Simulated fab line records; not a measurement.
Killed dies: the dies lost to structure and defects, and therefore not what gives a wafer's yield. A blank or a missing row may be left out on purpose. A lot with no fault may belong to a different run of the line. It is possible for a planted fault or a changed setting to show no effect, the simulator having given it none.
Split-lot experiment + flow n5-finfet + on a route of 1938 steps: 7 lots, 21 wafers read

THE SPLIT
At N5_MOL_CONTACT_COAG_ETCH_105 (etches SiARC in CF4, target depth 15.6 nm, time 26 s), the setting bias-w was moved away from the recipe's 36 W on 6 of the 21 wafers read, by -5.1% to +17.1%. For the rest of the wafers, this setting stayed at what the recipe calls for.

Reading taken at the split's own step.

THE READING
rf-vpp-V, in V, at N5_MOL_CONTACT_COAG_ETCH_105 (etches SiARC in CF4, target depth 15.6 nm, time 26 s). On this fab line, fault-free wafers typically give 184.5 V with a standard deviation of 1.2 V.

| wafer  | tool, chamber at the split | bias-w as run, W | against the recipe | rf-vpp-V, V | against lot-mates on the recipe |
|--------|----------------------------|------------------|--------------------|-------------|---------------------------------|
| L074.1 | rie-diel-02, 1             | 36               | recipe             | 185.3       | -                               |
| L074.3 | rie-diel-02, 3             | 36               | recipe             | 185.2       | -                               |
| L074.4 | rie-diel-02, 0             | 37.97            | +5.5%              | 192.0       | +6.8                            |
| L075.3 | rie-diel-02, 1             | 42.14            | +17.1%             | 205.4       | +21.6                           |
| L075.4 | rie-diel-02, 0             | 36               | recipe             | 184.2       | -                               |
| L075.5 | rie-diel-02, 1             | 36               | recipe             | 183.5       | -                               |
| L085.1 | rie-diel-01, 2             | 36               | recipe             | 187.0       | -                               |
| L085.2 | rie-diel-01, 3             | 36               | recipe             | 187.1       | -                               |
| L085.6 | rie-diel-01, 3             | 36               | recipe             | 186.1       | -                               |
| L091.4 | rie-diel-01, 0             | 36               | recipe             | 185.1       | -                               |
| L091.5 | rie-diel-01, 3             | 36               | recipe             | 186.4       | -                               |
| L091.6 | rie-diel-01, 2             | 34.18            | -5.1%              | 178.5       | -7.2                            |
| L092.2 | rie-diel-02, 2             | 36               | recipe             | 184.5       | -                               |
| L092.3 | rie-diel-02, 0             | 36               | recipe             | 183.9       | -                               |
| L092.4 | rie-diel-02, 3             | 42               | +16.7%             | 203.3       | +19.1                           |
| L093.1 | rie-diel-06, 2             | 38.76            | +7.7%              | 192.6       | +8.5                            |
| L093.3 | rie-diel-06, 3             | 36               | recipe             | 183.2       | -                               |
| L093.5 | rie-diel-06, 1             | 36               | recipe             | 185.0       | -                               |
| L095.2 | rie-diel-01, 1             | 36               | recipe             | 182.4       | -                               |
| L095.5 | rie-diel-01, 3             | 40.53            | +12.6%             | 200.7       | +17.3                           |
| L095.6 | rie-diel-01, 1             | 36               | recipe             | 184.3       | -                               |

FIT RESULTS
A straight line over all 21 wafers: rf-vpp-V changes by +1.17 V for each +1% of bias-w; r = +0.98; the points scatter about the line by 1.3 V.
The same after taking each lot's own level away (the mean of its wafers on the recipe; 21 wafers): +1.24 V for each +1%; r = +0.99; scatter 0.82 V.
The reading moves by 21 V for the largest change in bias-w, on that fit.
From 183.35 to 186.73 V: that is the span of the lots' own levels, equal to 2.8 times the standard deviation above.
So the lot-to-lot level changes the slope little: the two slopes agree.
Check: for one of the wafers moved furthest among these (+17.1%), held out of the fit, the line's prediction against its lot-mates is +20.9 V. It came out at +21.6 V against them.
Tool readings at the split's step, against how far the setting was moved: rf-vpp-V r = +0.98.

ADDITIONAL SPLITS CARRIED BY THESE WAFERS
Other splits were also applied to these wafers ahead of the reading. Each is held against what the fit with the lots' levels taken away leaves over:
| other split on the same wafers | wafers away from the commonest value | r with rf-vpp-V (lot level and that fit taken away) |
|--------------------------------|--------------------------------------|-----------------------------------------------------|
| N5_SD_EPI_N_EPI_21 temp-c      | 11                                   | +0.23                                               |
| N5_SD_EPI_N_PRECLEAN_49 time-s | 7                                    | +0.16                                               |
| N5_SDB_COAT_05 spin-rpm        | 9                                    | +0.22                                               |
| N5_SDB_ALD_29 ald-cycles       | 4                                    | +0.17                                               |
| N5_HKMG_FIN_PEB_10 peb-time-s  | 7                                    | -0.06                                               |
| N5_HKMG_FIN_ETCH_35 source-w   | 7                                    | +0.21                                               |

FILE'S OWN FIT
rf-vpp-V changes by +1.24 V for each +1% of bias-w, r = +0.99.
